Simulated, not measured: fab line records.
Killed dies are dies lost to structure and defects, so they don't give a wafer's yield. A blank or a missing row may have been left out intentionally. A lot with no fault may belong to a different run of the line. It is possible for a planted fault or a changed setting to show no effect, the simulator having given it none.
Which tool did it?	flow nand harc	24 lots with 72 wafers sampled at 6 steps, on a route of 1159 steps

== WHAT THE GAUGES SHOWED, per wafer ==
Not one reading of a measure or inspect step in the record can be checked against a usual standard deviation.

== WHICH TOOL RAN EACH LOT (tool, then ch and the chambers of the sampled wafers, then the start) ==
lot	NHARC_A_STAIRCASE_TRIM_193	NHARC_A_STAIRCASE_ETCH_197	NHARC_A_STAIRCASE_ETCH_199	NHARC_A_STAIRCASE_TRIM_222	NHARC_A_STAIRCASE_TRIM_224	NHARC_A_STAIRCASE_ETCH_234
L074	rie diel-08 ch 2,3, no start	rie diel-13 ch 0,3, no start	rie diel-13 ch 0,1,3, no start	rie diel-05 ch 2,3, no start	rie diel-05 ch 2,3, no start	rie diel-05 ch 0,1,2, no start
L075	rie diel-08 ch 0,2,3, no start	rie diel-05 ch 0,2,3, no start	rie diel-05 ch 1,2,3, no start	rie diel-08 ch 0,1,3, no start	rie diel-08 ch 0,1,3, no start	rie diel-08 ch 0,1,2, no start
L077	rie diel-13 ch 1,2,3, no start	rie diel-13 ch 0,2,3, no start	rie diel-13 ch 0,2,3, no start	rie diel-08 ch 0,1, no start	rie diel-08 ch 0,3, no start	rie diel-08 ch 0,1,3, no start
L078	rie diel-13 ch 1,3, no start	rie diel-13 ch 1,2, no start	rie diel-13 ch 1,2, no start	rie diel-08 ch 1,2,3, no start	rie diel-08 ch 1,2,3, no start	rie diel-08 ch 1,3, no start
L076	rie diel-08 ch 0,1, no start	rie diel-13 ch 0,1, no start	rie diel-13 ch 0,1, no start	rie diel-13 ch 1,2,3, no start	rie diel-13 ch 1,3, no start	rie diel-13 ch 0,2,3, no start
L079	rie diel-05 ch 0,2,3, no start	rie diel-05 ch 0,2,3, no start	rie diel-05 ch 0,2,3, no start	rie diel-13 ch 0,1,3, no start	rie diel-13 ch 0,1,3, no start	rie diel-08 ch 1,2,3, no start
L080	rie diel-08 ch 2,3, no start	rie diel-05 ch 1,2, no start	rie diel-05 ch 1,3, no start	rie diel-05 ch 0,1,3, no start	rie diel-05 ch 0,1, no start	rie diel-05 ch 0,2,3, no start
L082	rie diel-13 ch 0,1,3, no start	rie diel-08 ch 0,2, no start	rie diel-08 ch 0,3, no start	rie diel-08 ch 2,3, no start	rie diel-08 ch 2,3, no start	rie diel-08 ch 0,2,3, no start
L081	rie diel-05 ch 1,2, no start	rie diel-13 ch 1,2,3, no start	rie diel-13 ch 0,2,3, no start	rie diel-13 ch 0,1, no start	rie diel-13 ch 0,1, no start	rie diel-13 ch 1,2, no start
L083	rie diel-05 ch 1,2, no start	rie diel-05 ch 1,2, no start	rie diel-05 ch 0,3, no start	rie diel-13 ch 1,2,3, no start	rie diel-13 ch 0,2,3, no start	rie diel-05 ch 0,3, no start
L084	rie diel-13 ch 0,1, no start	rie diel-13 ch 0,1, no start	rie diel-13 ch 0,2,3, no start	rie diel-05 ch 0,1,2, no start	rie diel-05 ch 0,2,3, no start	rie diel-05 ch 0,1, no start
L086	rie diel-08 ch 1,2,3, no start	rie diel-08 ch 0,1,2, no start	rie diel-08 ch 0,3, no start	rie diel-05 ch 1,2,3, no start	rie diel-05 ch 0,2,3, no start	rie diel-05 ch 0,3, no start
L085	rie diel-05 ch 0,1,3, no start	rie diel-08 ch 0,2,3, no start	rie diel-08 ch 0,2,3, no start	rie diel-08 ch 0,3, no start	rie diel-08 ch 1,2, no start	rie diel-08 ch 1,2,3, no start
L087	rie diel-05 ch 0,3, no start	rie diel-08 ch 0,2,3, no start	rie diel-08 ch 0,3, no start	rie diel-13 ch 0,1,2, no start	rie diel-13 ch 1,2,3, no start	rie diel-08 ch 0,1,3, no start
L089	rie diel-13 ch 0,2,3, no start	rie diel-08 ch 0,1,3, no start	rie diel-08 ch 0,3, no start	rie diel-05 ch 0,1,3, no start	rie diel-05 ch 0,1,3, no start	rie diel-08 ch 0,2,3, no start
L090	rie diel-08 ch 2,3, no start	rie diel-08 ch 0,1,3, no start	rie diel-08 ch 0,1,3, no start	rie diel-08 ch 1,2, no start	rie diel-08 ch 1,2, no start	rie diel-13 ch 0,2,3, no start
L091	rie diel-05 ch 1,2,3, no start	rie diel-05 ch 0,1, no start	rie diel-05 ch 0,3, no start	rie diel-08 ch 1,3, no start	rie diel-08 ch 2,3, no start	rie diel-08 ch 1,2,3, no start
L088	rie diel-13 ch 0,3, no start	rie diel-13 ch 2,3, no start	rie diel-13 ch 0,2,3, no start	rie diel-13 ch 0,1, no start	rie diel-13 ch 0,3, no start	rie diel-08 ch 0,2, no start
L095	rie diel-13 ch 0,3, no start	rie diel-05 ch 2,3, no start	rie diel-05 ch 0,2,3, no start	rie diel-05 ch 0,1,3, no start	rie diel-05 ch 1,2, no start	rie diel-08 ch 1,2,3, no start
L093	rie diel-13 ch 1,2,3, no start	rie diel-08 ch 1,2,3, no start	rie diel-08 ch 0,1,3, no start	rie diel-13 ch 0,2,3, no start	rie diel-13 ch 1,2,3, no start	rie diel-08 ch 0,1,3, no start
L094	rie diel-08 ch 0,1,2, no start	rie diel-08 ch 0,1, no start	rie diel-08 ch 0,1,3, no start	rie diel-05 ch 0,2,3, no start	rie diel-05 ch 0,1,3, no start	rie diel-08 ch 1,3, no start
L092	rie diel-13 ch 1,2, no start	rie diel-13 ch 0,1,3, no start	rie diel-13 ch 0,1,3, no start	rie diel-13 ch 0,1, no start	rie diel-13 ch 2,3, no start	rie diel-05 ch 2,3, no start
L096	rie diel-05 ch 1,2, no start	rie diel-13 ch 2,3, no start	rie diel-13 ch 0,2, no start	rie diel-05 ch 0,3, no start	rie diel-05 ch 0,1,3, no start	rie diel-08 ch 1,2,3, no start
L097	rie diel-05 ch 0,2,3, no start	rie diel-05 ch 1,2, no start	rie diel-05 ch 0,3, no start	rie diel-05 ch 0,2,3, no start	rie diel-05 ch 0,1, no start	rie diel-13 ch 0,3, no start
- NHARC_A_STAIRCASE_TRIM_193: chemistry O2, time 211.2 s.
- NHARC_A_STAIRCASE_ETCH_197: etches the open film in C4F8/O2, target depth 100 nm, time 40.5 s.
- NHARC_A_STAIRCASE_ETCH_199: etches the open film in C4F8/O2, target depth 100 nm, time 40.5 s.
- NHARC_A_STAIRCASE_TRIM_222: chemistry O2, time 211.2 s.
- NHARC_A_STAIRCASE_TRIM_224: chemistry O2, time 211.2 s.
- NHARC_A_STAIRCASE_ETCH_234: etches the open film in C4F8/O2, target depth 100 nm, time 40.5 s.

== AS READ BY THE TOOLS THEMSELVES (means over the sampled wafers that have a number; for cases with no such wafer, the mark the record gives instead) ==
NHARC_A_STAIRCASE_TRIM_193.
lot	tool	drypump motor current A (A)	oes product au (a.u.)	rf vpp V (V)	showerhead plenum p Torr (Torr)	throttle valve pct (%)
L074	rie diel-08	5.63	0.998	57.9	3.40	17.039
L075	rie diel-08	5.78	0.997	57.6	3.50	17.040
L077	rie diel-13	6.12	1.004	57.9	3.56	17.035
L078	rie diel-13	6.30	1.004	57.7	3.59	17.039
L076	rie diel-08	5.72	0.997	58.1	3.66	17.041
L079	rie diel-05	6.00	1.012	58.0	3.62	17.038
L080	rie diel-08	5.62	0.988	57.4	3.39	17.044
L082	rie diel-13	6.15	0.992	58.0	3.64	17.029
L081	rie diel-05	5.81	1.002	57.9	3.65	17.033
L083	rie diel-05	5.81	1.000	58.4	3.65	17.042
L084	rie diel-13	6.01	0.998	58.6	3.68	17.038
L086	rie diel-08	5.50	1.006	57.4	3.47	17.036
L085	rie diel-05	6.07	1.004	58.1	3.67	17.045
L087	rie diel-05	6.16	1.003	57.8	3.68	17.027
L089	rie diel-13	6.01	0.996	58.1	3.66	17.036
L090	rie diel-08	5.64	0.998	57.0	3.38	17.041
L091	rie diel-05	5.93	0.998	57.4	3.59	17.035
L088	rie diel-13	6.17	1.003	58.2	3.69	17.035
L095	rie diel-13	6.04	1.001	58.1	3.74	17.039
L093	rie diel-13	6.11	0.996	57.4	3.54	17.036
L094	rie diel-08	5.60	0.994	57.9	3.54	17.038
L092	rie diel-13	6.11	0.999	57.7	3.47	17.032
L096	rie diel-05	5.71	0.999	57.5	3.58	17.031
L097	rie diel-05	5.99	0.996	58.4	3.60	17.045

NHARC_A_STAIRCASE_ETCH_197.
lot	tool	oes product au (a.u.)	rf vpp V (V)
L074	rie diel-13	0.926	891
L075	rie diel-05	0.971	900
L077	rie diel-13	0.935	895
L078	rie diel-13	0.943	895
L076	rie diel-13	0.946	889
L079	rie diel-05	0.941	899
L080	rie diel-05	0.947	901
L082	rie diel-08	0.956	897
L081	rie diel-13	0.970	896
L083	rie diel-05	0.956	898
L084	rie diel-13	0.938	901
L086	rie diel-08	0.934	897
L085	rie diel-08	0.973	894
L087	rie diel-08	0.976	895
L089	rie diel-08	0.951	896
L090	rie diel-08	0.949	897
L091	rie diel-05	0.939	902
L088	rie diel-13	0.944	898
L095	rie diel-05	0.949	895
L093	rie diel-08	0.965	894
L094	rie diel-08	0.929	899
L092	rie diel-13	0.930	899
L096	rie diel-13	0.968	899
L097	rie diel-05	0.947	900

NHARC_A_STAIRCASE_ETCH_199.
lot	tool	oes product au (a.u.)	rf vpp V (V)
L074	rie diel-13	0.938	894
L075	rie diel-05	0.947	899
L077	rie diel-13	0.947	895
L078	rie diel-13	0.945	894
L076	rie diel-13	0.944	889
L079	rie diel-05	0.938	899
L080	rie diel-05	0.931	901
L082	rie diel-08	0.949	899
L081	rie diel-13	0.961	902
L083	rie diel-05	0.928	902
L084	rie diel-13	0.950	900
L086	rie diel-08	0.938	898
L085	rie diel-08	0.956	894
L087	rie diel-08	0.949	896
L089	rie diel-08	0.947	895
L090	rie diel-08	0.938	898
L091	rie diel-05	0.939	901
L088	rie diel-13	0.939	901
L095	rie diel-05	0.941	899
L093	rie diel-08	0.937	897
L094	rie diel-08	0.935	898
L092	rie diel-13	0.933	899
L096	rie diel-13	0.955	899
L097	rie diel-05	0.944	900

NHARC_A_STAIRCASE_TRIM_222.
lot	tool	drypump motor current A (A)	oes product au (a.u.)	rf vpp V (V)	showerhead plenum p Torr (Torr)	throttle valve pct (%)
L074	rie diel-05	6.1	0.999	56.7	3.56	17.039
L075	rie diel-08	5.6	1.003	57.9	3.58	17.036
L077	rie diel-08	5.7	0.997	58.6	3.66	17.025
L078	rie diel-08	5.5	0.999	57.1	3.48	17.034
L076	rie diel-13	6.2	0.999	57.9	3.56	17.032
L079	rie diel-13	6.1	1.002	57.7	3.46	17.036
L080	rie diel-05	6.1	0.997	58.5	3.67	17.036
L082	rie diel-08	5.6	0.997	57.0	3.42	17.038
L081	rie diel-13	6.0	0.994	58.1	3.69	17.045
L083	rie diel-13	6.1	1.001	58.6	3.55	17.040
L084	rie diel-05	5.9	0.995	57.4	3.66	17.034
L086	rie diel-05	5.9	0.997	57.9	3.60	17.033
L085	rie diel-08	5.8	0.995	58.1	3.51	17.030
L087	rie diel-13	6.0	1.003	57.1	3.59	17.032
L089	rie diel-05	6.1	0.999	57.8	3.66	17.044
L090	rie diel-08	5.5	0.993	56.7	3.44	17.040
L091	rie diel-08	5.5	0.997	57.7	3.49	17.042
L088	rie diel-13	6.1	0.996	58.5	3.55	17.039
L095	rie diel-05	6.1	0.993	58.7	3.66	17.032
L093	rie diel-13	6.0	0.990	57.8	3.66	17.040
L094	rie diel-05	6.0	0.993	58.6	3.60	17.046
L092	rie diel-13	6.0	0.994	58.2	3.67	17.042
L096	rie diel-05	6.2	0.987	58.0	3.61	17.035
L097	rie diel-05	6.0	0.999	58.3	3.60	17.031

NHARC_A_STAIRCASE_TRIM_224.
lot	tool	drypump motor current A (A)	oes product au (a.u.)	rf vpp V (V)	showerhead plenum p Torr (Torr)	throttle valve pct (%)
L074	rie diel-05	5.8	1.010	58.7	3.56	17.028
L075	rie diel-08	5.6	0.997	57.9	3.58	17.037
L077	rie diel-08	5.8	1.002	57.1	3.53	17.030
L078	rie diel-08	5.5	0.997	57.9	3.48	17.036
L076	rie diel-13	6.2	1.001	57.6	3.52	17.043
L079	rie diel-13	6.2	1.000	57.1	3.46	17.047
L080	rie diel-05	6.0	1.005	58.1	3.73	17.033
L082	rie diel-08	5.6	0.994	58.5	3.39	17.034
L081	rie diel-13	6.1	1.003	57.3	3.56	17.037
L083	rie diel-13	6.0	1.002	57.6	3.67	17.039
L084	rie diel-05	6.0	1.003	57.0	3.61	17.041
L086	rie diel-05	6.0	1.000	58.4	3.61	17.037
L085	rie diel-08	5.5	0.996	57.2	3.45	17.034
L087	rie diel-13	6.1	1.004	58.1	3.54	17.038
L089	rie diel-05	6.1	1.000	58.4	3.66	17.036
L090	rie diel-08	5.3	0.995	57.9	3.53	17.037
L091	rie diel-08	5.6	1.001	58.0	3.38	17.043
L088	rie diel-13	6.0	0.995	57.8	3.75	17.038
L095	rie diel-05	5.7	1.002	58.6	3.58	17.038
L093	rie diel-13	6.2	0.992	58.0	3.54	17.037
L094	rie diel-05	6.1	0.984	58.5	3.66	17.042
L092	rie diel-13	6.1	0.998	57.5	3.61	17.035
L096	rie diel-05	6.1	0.987	59.2	3.66	17.034
L097	rie diel-05	6.0	0.993	58.8	3.70	17.031

NHARC_A_STAIRCASE_ETCH_234.
lot	tool	oes product au (a.u.)	rf vpp V (V)
L074	rie diel-05	0.938	902
L075	rie diel-08	0.940	897
L077	rie diel-08	0.941	897
L078	rie diel-08	0.935	895
L076	rie diel-13	0.944	895
L079	rie diel-08	0.938	895
L080	rie diel-05	0.954	899
L082	rie diel-08	0.943	895
L081	rie diel-13	0.929	894
L083	rie diel-05	0.955	902
L084	rie diel-05	0.940	904
L086	rie diel-05	0.947	900
L085	rie diel-08	0.930	894
L087	rie diel-08	0.929	898
L089	rie diel-08	0.941	894
L090	rie diel-13	0.944	901
L091	rie diel-08	0.941	894
L088	rie diel-08	0.936	898
L095	rie diel-08	0.928	893
L093	rie diel-08	0.933	898
L094	rie diel-08	0.945	896
L092	rie diel-05	0.940	897
L096	rie diel-08	0.948	893
L097	rie diel-13	0.941	902

== THE ANSWER, worked out from the rows above alone ==
Rule: usual is defined by the lots themselves. Put in order of their means at a reading, lots are off if they are a third of the lots or fewer, leave a main group of 4 or more, and stand apart from it by a gap of 3 or more times the standard deviation of the main group's means; of several such gaps the widest counts. A main group whose means are all the same, to the digits that the tables above print for the reading, isn't used. Also off: a lot with no number at a reading for which 4 or more lots have one. Any other lot the step has rows for is counted as sound. Order of review: gauges by route order, followed by the tools' own readings, for which a lot's mean as printed above is used. At the first step where some lot is off, the reading lying furthest off is the one used; lots without a number count as furthest.
Nothing can be told from this: no lot is off at any reading shown.

== WHAT THE SIMULATOR PUT IN ==
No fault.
